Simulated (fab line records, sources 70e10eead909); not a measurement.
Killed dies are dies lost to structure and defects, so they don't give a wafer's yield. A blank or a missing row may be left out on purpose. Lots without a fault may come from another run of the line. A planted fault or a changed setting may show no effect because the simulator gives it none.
Chamber matching | flow nand_harc | NHARC_P_M0_STRIP_18 on rie_diel-02: 4 sister chambers
The step strips in N2/H2. 8 wafers are shown with their chamber, then 10 later ones without.

WAFERS WITH THEIR CHAMBER
wafer  | chamber | drypump_motor_current_A (A) | oes_product_au (a.u.)
L086.2 | 1       | 5.5                         | 1.011
L086.4 | 1       | 5.5                         | 1.008
L087.6 | 3       | 5.5                         | 0.998
L089.2 | 2       | 5.8                         | 1.001
L089.3 | 3       | 5.5                         | 0.988
L089.6 | 0       | 6.0                         | 1.004
L091.1 | 2       | 5.8                         | 0.992
L091.3 | 0       | 6.1                         | 1.009

WAFERS WITHOUT THEIR CHAMBER
wafer  | drypump_motor_current_A (A) | oes_product_au (a.u.)
L091.4 | 5.8                         | 1.003
L093.1 | 5.9                         | 0.993
L093.2 | 5.5                         | 1.004
L093.5 | 6.0                         | 0.999
L096.2 | 5.5                         | 0.996
L096.5 | 5.5                         | 0.999
L096.6 | 5.9                         | 0.999
L097.3 | 5.9                         | 0.997
L097.4 | 5.5                         | 1.008
L097.6 | 6.0                         | 1.016

WHICH CHAMBER EACH WENT THROUGH
wafer  | from the rows above     | in truth
L091.4 | 2                       | 2
L093.1 | 2                       | 2
L093.2 | can't be placed: 1 or 3 | 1
L093.5 | 0                       | 0
L096.2 | 3                       | 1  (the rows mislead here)
L096.5 | can't be placed: 3 or 1 | 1
L096.6 | can't be placed: 2 or 0 | 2
L097.3 | can't be placed: 2 or 0 | 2
L097.4 | 1                       | 1
L097.6 | 0                       | 0
Placed correctly: 5 of 10. Can't be placed from these rows: 4 (the true chamber is among the candidates in 4). Placed wrongly: 1.
How it was worked out, from the rows above alone: a wafer's distance from a chamber is the root of the sum, over the readings, of the square of ((its reading less the chamber's mean) divided by the reading's scatter). The wafer belongs to the nearest chamber; if the next one is less than 2 further off, it can't be placed. A chamber's mean is the mean of its shown wafers. The scatter: the root of (the sum of the squares of (reading less its chamber's mean) over the shown wafers, divided by (wafers less chambers)).
